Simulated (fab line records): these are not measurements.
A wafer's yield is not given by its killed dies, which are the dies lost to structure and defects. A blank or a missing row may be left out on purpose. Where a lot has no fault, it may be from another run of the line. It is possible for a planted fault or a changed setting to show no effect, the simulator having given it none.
fab line records ; flow n5Finfet
record lots=11; wafers=33; lastDay=18
route steps=1938 shown BEOL_M10@1523 TV_OPEN@1889 PASSIVATION@1911
lots that met no fault: from a run of the same line without faults
startH: hours from the record's first day to the start of the lot's first wafer shown ; waitH: hours elapsed since this lot's preceding step ; " the same as in the row above ; L1.1+2: one row covering several wafers at once ; - no value, or no start was given ; * or withheld: withheld ; < > ~ a bound
route shown NAME@n: names a module that has steps shown in the file, with the first one's number in the route ; usual: mean/standard deviation of fault-free wafers ; same: alike in all rows ; chamber/n: place in a boat ; sites: per-site readings ; _std_site: the standard deviation of these ; _edge_site: outer sites' mean less inner sites' ; radiusMm: how far each site lies from the wafer's centre ; mask NAME#n: copy n ; behind: the last tool/chamber to shape the wafer ; hold: why the lot was held/for how many hours/how that ended ; device: whichever transistor did not switch (one of n, p or np) ; end of line: tests of these same wafers at the route's end ; a step with no rows: only its recipe ; killed: dies that structure and defects cost at the first sort, which is not the same as the wafer's yield ; map: the dies of a wafer, with x for killed, . for not killed, _ for no die there
set.NAME: setting as actually run; set.NAME@STEP: the setting as run at that earlier step ; model.NAME: the simulator's own value behind a step, which no gauge read
route steps across a sampled set of lots; one table per step, one row per wafer
services: the hour from which a tool's chamber was out of use, counted from the record's first day as startH (under 0 if before that day), plus the number of hours and why
## steps
# step N5_BEOL_M10_PRE_CLEAN_45
# recipe gas=H2/He; timeS=30; tempC=250
# usual heaterPowerW=326/30
lot.wafer;tool;chamber;startH;waitH;heaterPowerW
L408.3;pvdSputter-03;-;213.37;0.0;357
L408.5;pvdSputter-03;-;213.37;0.0;356
L408.6;pvdSputter-03;-;213.37;0.0;309
L409.2;pvdSputter-02;-;214.04;0.0;334
L409.4;pvdSputter-02;-;214.04;0.0;334
L409.6;pvdSputter-02;-;214.04;0.0;386
L412.1;pvdSputter-01;-;237.04;0.0;277
L412.5;pvdSputter-01;-;237.04;0.0;352
L412.6;pvdSputter-01;-;237.04;0.0;286
L417.2;pvdSputter-01;-;262.14;0.0;280
L417.4;pvdSputter-01;-;262.14;0.0;322
L417.6;pvdSputter-01;-;262.14;0.0;339
L420.2;pvdSputter-01;-;292.66;0.0;333
L420.3;pvdSputter-01;-;292.66;0.0;328
L420.5;pvdSputter-01;-;292.66;0.0;329
L421.1;pvdSputter-01;-;296.05;0.0;299
L421.4;pvdSputter-01;-;296.05;0.0;286
L421.5;pvdSputter-01;-;296.05;0.0;339
L424.3;pvdSputter-02;-;325.69;0.0;329
L424.4;pvdSputter-02;-;325.69;0.0;384
L424.6;pvdSputter-02;-;325.69;0.0;325
L426.1;pvdSputter-02;-;354.11;0.0;353
L426.3;pvdSputter-02;-;354.11;0.0;325
L426.4;pvdSputter-02;-;354.11;0.0;373
L428.2;pvdSputter-01;-;355.24;0.0;344
L428.4;pvdSputter-01;-;355.24;0.0;279
L428.5;pvdSputter-01;-;355.24;0.0;326
L429.3;pvdSputter-01;-;365.23;0.0;346
L429.5;pvdSputter-01;-;365.23;0.0;278
L429.6;pvdSputter-01;-;365.23;0.0;344
L431.1;pvdSputter-02;-;384.97;0.0;320
L431.5;pvdSputter-02;-;384.97;0.0;387
L431.6;pvdSputter-02;-;384.97;0.0;322
# step N5_PASSIVATION_STRIP_14
# recipe chemistry=O2; powerW=600; tempC=60; pressureMtorr=30; rfFrequencyHz=6e+07; biasPowerW=0; overashFraction=0.5; o2FlowSccm=225
# usual drypumpMotorCurrentA=5.8/0.49; oesProductAu=0.82/0.097; rfVppV=3.8/0.91; showerheadPlenumPTorr=2.12/0.078; throttleValvePct=16.66/0.26
lot.wafer;tool;chamber;startH;waitH;drypumpMotorCurrentA;oesProductAu;rfHoursCounterH;rfVppV;showerheadPlenumPTorr;throttleValvePct
L408.3;rieDiel-03;1;258.09;0.1;5.7;0.74;209;3.9;2.01;17.09
L408.5;rieDiel-03;0;258.09;0.1;5.7;0.69;-;5.6;2.14;17.14
L408.6;rieDiel-03;1;258.09;0.1;5.7;0.73;-;2.9;2.01;17.07
L409.2;rieDiel-01;3;261.66;0.1;6.6;0.71;197;2.8;2.18;16.98
L409.4;rieDiel-01;3;261.66;0.1;6.6;0.72;-;3.5;2.18;17.02
L409.6;rieDiel-01;0;261.66;0.1;5.5;0.85;-;2.6;2.11;16.41
L412.1;rieDiel-02;1;284.52;0.1;6.2;0.71;219;3.0;2.06;16.58
L412.5;rieDiel-02;3;284.52;0.1;5.5;0.83;-;3.7;2.24;16.61
L412.6;rieDiel-02;2;284.52;0.1;5.6;0.71;-;3.3;1.99;16.80
L417.2;rieDiel-02;1;309.08;0.1;6.2;0.70;228;4.4;2.05;16.62
L417.4;rieDiel-02;3;309.08;0.1;5.5;0.83;-;4.9;2.24;16.61
L417.6;rieDiel-02;1;309.08;0.1;6.3;0.71;-;2.0;2.05;16.60
L420.2;rieDiel-01;2;337.19;0.1;5.7;0.93;19;3.4;2.08;16.86
L420.3;rieDiel-01;3;337.19;0.1;6.6;0.70;220;2.7;2.17;17.03
L420.5;rieDiel-01;3;337.19;0.1;6.6;0.71;-;4.4;2.17;17.05
L421.1;rieDiel-01;0;347.93;0.1;5.6;0.82;83;3.6;2.10;16.44
L421.4;rieDiel-01;2;347.93;0.1;5.7;0.92;23;3.6;2.08;16.87
L421.5;rieDiel-01;2;347.93;0.1;5.7;0.93;-;1.6;2.08;16.81
L424.3;rieDiel-03;0;383.95;0.1;5.7;0.94;28;3.3;2.13;16.66
L424.4;rieDiel-03;2;383.95;0.1;5.3;0.93;34;5.0;2.13;16.52
L424.6;rieDiel-03;1;383.95;0.1;5.6;0.71;-;3.5;2.00;17.12
L428.2;rieDiel-01;2;397.62;0.1;5.7;0.89;41;4.6;2.07;16.89
L428.4;rieDiel-01;1;397.62;0.1;6.6;0.89;27;3.9;2.22;16.10
L428.5;rieDiel-01;0;397.62;0.1;5.5;0.80;-;3.2;2.09;16.42
L426.1;rieDiel-03;2;403.80;0.1;5.3;0.93;40;5.5;2.13;16.52
L426.3;rieDiel-03;3;403.80;0.1;5.1;0.96;7;2.4;2.06;16.50
L426.4;rieDiel-03;2;403.80;0.1;5.3;0.91;-;2.8;2.13;16.51
L429.3;rieDiel-03;0;406.51;0.1;5.6;0.91;34;4.6;2.13;16.65
L429.5;rieDiel-03;0;406.51;0.1;5.7;0.93;-;4.4;2.13;16.64
L429.6;rieDiel-03;3;406.51;0.1;5.0;0.96;-;3.5;2.06;16.57
L431.1;rieDiel-03;1;426.97;0.1;5.7;0.98;4;4.1;2.26;16.64
L431.5;rieDiel-03;3;426.97;0.1;5.1;0.93;-;5.2;2.06;16.54
L431.6;rieDiel-03;1;426.97;0.1;5.7;0.99;-;3.2;2.26;16.61
# step N5_PASSIVATION_STRIP_34
# recipe chemistry=O2; powerW=600; tempC=60; pressureMtorr=30; rfFrequencyHz=6e+07; biasPowerW=0; overashFraction=2; o2FlowSccm=225
# usual drypumpMotorCurrentA=5.9/0.5; oesProductAu=0.83/0.087; rfVppV=3.8/1.5; showerheadPlenumPTorr=2.09/0.094; throttleValvePct=16.55/0.21
lot.wafer;tool;chamber;startH;waitH;drypumpMotorCurrentA;oesProductAu;rfHoursCounterH;rfVppV;showerheadPlenumPTorr;throttleValvePct
L408.3;rieDiel-05;1;260.06;0.1;6.0;0.85;75;3.9;2.05;16.46
L408.5;rieDiel-05;2;260.06;0.1;5.1;0.68;-;5.1;2.15;16.61
L408.6;rieDiel-05;1;260.06;0.1;6.1;0.81;-;2.2;2.05;16.49
L409.2;rieDiel-06;1;264.03;0.3;6.0;1.01;7;2.5;2.07;16.66
L409.4;rieDiel-06;3;264.03;0.3;6.5;0.80;88;4.1;2.01;16.46
L409.6;rieDiel-06;0;264.03;0.3;6.6;0.92;-;6.9;2.05;16.51
L412.1;rieDiel-06;3;286.09;0.1;6.4;0.79;94;2.8;2.01;16.55
L412.5;rieDiel-06;3;286.09;0.1;6.4;0.81;-;1.7;2.01;16.46
L412.6;rieDiel-06;0;286.09;0.1;6.6;0.92;-;1.9;2.05;16.53
L417.2;rieDiel-06;3;311.00;0.1;6.5;0.78;105;6.0;2.00;16.54
L417.4;rieDiel-06;1;311.00;0.1;6.0;0.93;23;3.0;2.07;16.71
L417.6;rieDiel-06;0;311.00;0.1;6.6;0.88;-;4.3;2.05;16.51
L420.2;rieDiel-06;0;339.95;0.1;6.6;0.85;40;3.2;2.04;16.60
L420.3;rieDiel-06;1;339.95;0.1;6.0;0.90;34;3.8;2.06;16.74
L420.5;rieDiel-06;3;339.95;0.1;6.5;0.77;-;3.4;2.00;16.52
L421.1;rieDiel-05;1;350.63;0.1;6.1;0.78;104;4.6;2.04;16.50
L421.4;rieDiel-05;0;350.63;0.1;5.7;0.85;42;3.8;2.26;16.68
L421.5;rieDiel-05;0;350.63;0.1;5.7;0.85;-;4.9;2.26;16.66
L424.3;rieDiel-06;1;385.92;0.1;6.0;0.83;55;3.1;2.06;16.79
L424.4;rieDiel-06;0;385.92;0.1;6.7;0.82;60;2.8;2.04;16.62
L424.6;rieDiel-06;0;385.92;0.1;6.6;0.84;-;6.6;2.04;16.63
L428.2;rieDiel-04;1;402.25;0.2;5.2;0.97;6;3.5;2.25;16.10
L428.4;rieDiel-04;3;402.25;0.2;5.3;0.78;-;7.0;2.02;16.36
L428.5;rieDiel-04;0;402.25;0.2;5.6;0.83;-;2.8;2.24;16.39
L426.1;rieDiel-04;3;405.70;0.1;5.4;0.75;117;3.0;2.01;16.32
L426.3;rieDiel-04;0;405.70;0.1;5.6;0.82;72;3.5;2.24;16.43
L426.4;rieDiel-04;1;405.70;0.1;5.2;0.96;-;3.7;2.25;16.12
L429.3;rieDiel-06;2;408.74;0.1;5.4;0.89;19;6.0;2.22;16.47
L429.5;rieDiel-06;2;408.74;0.1;5.5;0.87;-;0.6;2.22;16.50
L429.6;rieDiel-06;3;408.74;0.1;6.4;0.77;-;6.0;1.99;16.56
L431.1;rieDiel-05;1;429.03;0.1;6.1;0.77;130;3.2;2.03;16.56
L431.5;rieDiel-05;1;429.03;0.1;6.0;0.76;-;2.0;2.03;16.57
L431.6;rieDiel-05;0;429.03;0.1;5.7;0.81;-;1.5;2.25;16.72
# step N5_PASSIVATION_PECVD_35
# recipe material=SiNx; targetThkA=7000; tempC=400; precursor=SiH4/NH3/N2; pressureTorr=4.9; rfW=1406; timeS=151.3
# usual heaterPowerW=399/130; showerheadPlenumPTorr=8.66/0.07; throttleValvePct=28.9/1.3
lot.wafer;tool;chamber;startH;waitH;heaterPowerW;showerheadPlenumPTorr;throttleValvePct
L408.3;pecvd-03;2;260.70;0.1;476;8.70;29.2
L408.5;pecvd-03;1;260.70;0.1;453;8.70;28.3
L408.6;pecvd-03;2;260.70;0.1;517;8.71;29.3
L409.2;pecvd-03;0;264.64;0.1;436;8.72;30.1
L409.4;pecvd-03;0;264.64;0.1;300;8.72;30.5
L409.6;pecvd-03;2;264.64;0.1;530;8.71;29.3
L412.1;pecvd-03;1;286.78;0.1;502;8.70;28.3
L412.5;pecvd-03;1;286.78;0.1;347;8.71;28.4
L412.6;pecvd-03;0;286.78;0.1;351;8.72;30.2
L417.2;pecvd-02;0;312.28;0.1;313;8.74;30.3
L417.4;pecvd-02;0;312.28;0.1;330;8.77;30.5
L417.6;pecvd-02;2;312.28;0.1;289;8.71;26.2
L420.2;pecvd-01;2;340.56;0.1;708;8.61;30.2
L420.3;pecvd-01;1;340.56;0.1;396;8.56;29.5
L420.5;pecvd-01;2;340.56;0.1;532;8.61;30.0
L421.1;pecvd-01;1;351.24;0.1;404;8.54;29.7
L421.4;pecvd-01;1;351.24;0.1;449;8.55;29.4
L421.5;pecvd-01;0;351.24;0.1;376;8.60;28.1
L424.3;pecvd-02;1;386.53;0.1;292;8.64;28.9
L424.4;pecvd-02;2;386.53;0.1;183;8.71;26.5
L424.6;pecvd-02;0;386.53;0.1;330;8.72;30.8
L428.2;pecvd-01;2;402.95;0.1;582;8.60;30.4
L428.4;pecvd-01;2;402.95;0.1;637;8.61;30.2
L428.5;pecvd-01;2;402.95;0.1;696;8.60;30.1
L426.1;pecvd-02;0;406.34;0.1;356;8.73;31.2
L426.3;pecvd-02;2;406.34;0.1;312;8.73;26.7
L426.4;pecvd-02;0;406.34;0.1;230;8.73;30.6
L429.3;pecvd-02;1;409.35;0.1;344;8.64;28.9
L429.5;pecvd-02;0;409.35;0.1;364;8.74;30.9
L429.6;pecvd-02;1;409.35;0.1;210;8.66;28.8
L431.1;pecvd-02;0;429.64;0.1;338;8.74;30.8
L431.5;pecvd-02;1;429.64;0.1;296;8.63;28.8
L431.6;pecvd-02;0;429.64;0.1;362;8.78;30.7
# step N5_PASSIVATION_PROBE_49
# usual defectLimitedYield=91.1/1.5; killed_at_M0_to_M3=37/11; killed_at_M4_up=13/5.6; killedAtContacts=12/5.6; killedAtFrontEnd=39/11; killedAtOther=4/3.1; killedDies=105/18; killedOpen=69/13; killedShort=35/7.4; sort_bin_4_leakage=0.00/0.022; sort_bin_5_function=5.1/0.92; sort_bin_6_memory=3.4/0.76; sort_bin_8_speed=0.02/0.11; sortNPass=1075/18; sortYieldPct=91.1/1.5
# same grossDies=1180; killedAtBackSide=0
lot.wafer;tool;chamber;startH;waitH;defectLimitedYield[%];killed_at_M0_to_M3;killed_at_M4_up;killedAtContacts;killedAtFrontEnd;killedAtOther;killedDies;killedOpen;killedShort;sort_bin_4_leakage[%];sort_bin_5_function[%];sort_bin_6_memory[%];sort_bin_8_speed[%];sortNPass;sortYieldPct[%]
L412.1;prober-02;-;290.58;0.0;91.1;52;7;20;25;1;105;71;34;0;5.3;3.6;0;1075;91.1
L412.5;prober-02;-;290.78;0.2;92.5;33;11;12;27;6;89;55;33;0;4.3;2.7;0;1091;92.5
L412.6;prober-02;-;290.83;0.3;88.4;55;21;7;50;4;137;82;46;0;6.5;4.2;0;1043;88.4
L420.2;prober-01;-;344.24;0.1;88.1;25;83;3;24;5;140;42;22;0;6.3;3.9;0;1040;88.1
L420.3;prober-01;-;344.29;0.1;85.3;24;112;4;26;8;174;34;30;0;9.7;3.3;0;1006;85.3
L420.5;prober-01;-;344.39;0.2;82.8;47;113;7;32;4;203;69;26;0;11.4;4.7;0;977;82.8
L421.1;prober-01;-;354.93;0.0;83.9;28;108;9;38;7;190;61;37;0;10.8;3.6;0;990;83.9
L421.4;prober-01;-;355.08;0.2;90.4;24;48;10;27;4;113;46;31;0;5.9;2.5;0.17;1065;90.3
L421.5;prober-01;-;355.13;0.2;88.3;17;85;12;21;3;138;48;21;0;7.7;2.7;0;1042;88.3
L424.6;prober-02;-;390.44;0.3;91.2;36;18;12;36;2;104;68;36;0;4.8;3.9;0;1076;91.2
L426.1;prober-02;-;410.03;0.0;92.8;25;10;13;33;4;85;53;30;0;5.0;1.9;0;1095;92.8
# killed by level:class
L412.1 MOL_CONTACT_COAG:geometricParticle:open=17 BEOL_M1:geometricParticle:open=13 BEOL_M3:geometricParticle:short=10 BEOL_M0_SAQP:geometricParticle:open=9 FIN_SAQP:geometricParticle:open=6 FIN_SAQP:geometricParticle:short=5 DUMMY_GATE:geometricParticle:open=5 BEOL_M2:geometricParticle:open=5
L412.5 MOL_CONTACT_COAG:geometricParticle:open=10 BEOL_M2:geometricParticle:open=9 BEOL_M4:geometricParticle:open=6 BEOL_M0_SAQP:geometricParticle:short=6 BEOL_M1:geometricParticle:open=6 STI_FIN_REVEAL:geometricParticle:open=5 BEOL_M3:geometricParticle:short=5 ILD0:geometricParticle:short=4
L412.6 BEOL_M1:geometricParticle:open=17 BEOL_M4:geometricParticle:open=12 BEOL_M0_SAQP:geometricParticle:open=8 HKMG_FIN:areaEtch=8 FIN_SAQP:geometricParticle:open=7 STI_FIN_REVEAL:geometricParticle:open=7 BEOL_M0_SAQP:geometricParticle:short=7 BEOL_M4:geometricParticle:short=6
L420.2 BEOL_M10:unspecified=75 BEOL_M2:geometricParticle:open=7 BEOL_M0_SAQP:geometricParticle:open=5 BEOL_M2:geometricParticle:short=5 STI_FIN_REVEAL:geometricParticle:open=4 ILD0:geometricParticle:open=4 GATE_CUT:geometricParticle:open=4 FIN_SAQP:geometricParticle:short=3
L420.3 BEOL_M10:unspecified=110 BEOL_M0_SAQP:geometricParticle:short=10 STI_FIN_REVEAL:geometricParticle:open=5 GATE_CUT:geometricParticle:short=5 FIN_SAQP:geometricParticle:short=4 BEOL_M3:geometricParticle:open=4 MOL_CONTACT_COAG:geometricParticle:open=3 BEOL_M0_SAQP:geometricParticle:open=3
L420.5 BEOL_M10:unspecified=108 BEOL_M0_SAQP:geometricParticle:open=13 BEOL_M0_SAQP:geometricParticle:short=12 DUMMY_GATE:geometricParticle:open=11 BEOL_M0:geometricParticle:open=7 BEOL_M2:geometricParticle:open=7 STI_FIN_REVEAL:geometricParticle:open=6 MOL_CONTACT_COAG:geometricParticle:open=6
L421.1 BEOL_M10:unspecified=92 FIN_SAQP:geometricParticle:short=10 BEOL_M4:geometricParticle:open=10 FIN_SAQP:geometricParticle:open=9 BEOL_M0_SAQP:geometricParticle:short=8 MOL_CONTACT_COAG:geometricParticle:short=5 BEOL_M0_SAQP:geometricParticle:open=5 BEOL_M3:geometricParticle:open=5
L421.4 BEOL_M10:unspecified=36 MOL_CONTACT_COAG:geometricParticle:open=7 BEOL_M0_SAQP:geometricParticle:open=5 BEOL_M1:geometricParticle:open=5 FIN_SAQP:geometricParticle:short=4 FIN_SAQP:geometricParticle:open=4 BEOL_M0_SAQP:geometricParticle:short=4 BEOL_M5:geometricParticle:open=4
L421.5 BEOL_M10:unspecified=69 MOL_CONTACT_COAG:geometricParticle:open=10 BEOL_M4:geometricParticle:open=7 STI_FIN_REVEAL:geometricParticle:open=6 BEOL_M1:geometricParticle:open=6 BEOL_M0_SAQP:geometricParticle:short=4 FIN_SAQP:geometricParticle:open=3 BEOL_M3:geometricParticle:open=3
L424.6 BEOL_M0_SAQP:geometricParticle:short=13 MOL_CONTACT_COAG:geometricParticle:open=11 BEOL_M4:geometricParticle:open=10 STI_FIN_REVEAL:geometricParticle:open=8 BEOL_M0_SAQP:geometricParticle:open=8 BEOL_M3:geometricParticle:open=8 FIN_SAQP:geometricParticle:short=6 FIN_SAQP:geometricParticle:open=4
L426.1 MOL_CONTACT_COAG:geometricParticle:open=12 FIN_SAQP:geometricParticle:open=8 STI_FIN_REVEAL:geometricParticle:open=7 GATE_CUT:geometricParticle:short=7 BEOL_M1:geometricParticle:open=5 BEOL_M3:geometricParticle:open=4 BEOL_M2:geometricParticle:short=4 BEOL_M1:geometricParticle:short=3
## services
tool;chamber;startH;hours;kind
rieDiel-02;-;204.96;14.6;pm
rieDiel-05;3;209.61;4.5;repair
rieDiel-01;3;218.89;5.0;repair
rieDiel-05;0;223.81;5.5;repair
rieDiel-02;0;225.17;5.2;repair
rieDiel-01;2;237.75;12.4;repair
rieDiel-06;-;267.21;0.6;repair
pecvd-02;-;271.91;2.8;pm
rieDiel-06;-;275.37;4.3;pm
pecvd-03;-;275.45;6.0;pm
pecvd-01;-;283.28;4.3;pm
rieDiel-06;2;294.86;13.9;repair
pvdSputter-02;-;311.06;2.8;repair
rieDiel-01;1;326.94;2.6;repair
rieDiel-05;-;333.69;15.6;pm
rieDiel-06;3;352.68;16.5;repair
rieDiel-01;-;381.04;0.8;repair
pecvd-03;1;384.24;4.1;repair
rieDiel-01;1;387.40;9.6;repair
pecvd-01;1;391.85;13.1;repair
pecvd-03;-;402.36;4.7;repair
pvdSputter-02;-;408.90;9.1;repair
pecvd-03;-;413.98;1.4;repair
rieDiel-03;2;414.03;17.4;repair
## key
firstSign step=N5_PASSIVATION_PROBE_49; reading=killed_at_M4_up; direction=up; sigmas=14; usual=13; struck=92
effect step=N5_PASSIVATION_PROBE_49; reading=killedDies; direction=up; sigmas=3.1; usual=105; struck=160; wafersMoved=5
moreKillsBornAt N5_BEOL_M10_PRE_CLEAN_45@pvdSputter-01=490
metAt N5_BEOL_M10_PRE_CLEAN_45
struckLots L420,L421
notActingAt N5_PASSIVATION_STRIP_14,N5_PASSIVATION_STRIP_34,N5_PASSIVATION_PECVD_35
onsetBetween 262.14 292.66
fault kind=chamberParticleSource; tool=pvdSputter-01; chamber=-; onsetH=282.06; steps=N5_BEOL_M10_PRE_CLEAN_45; ratePerVisitCm2=0.59767; endH=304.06
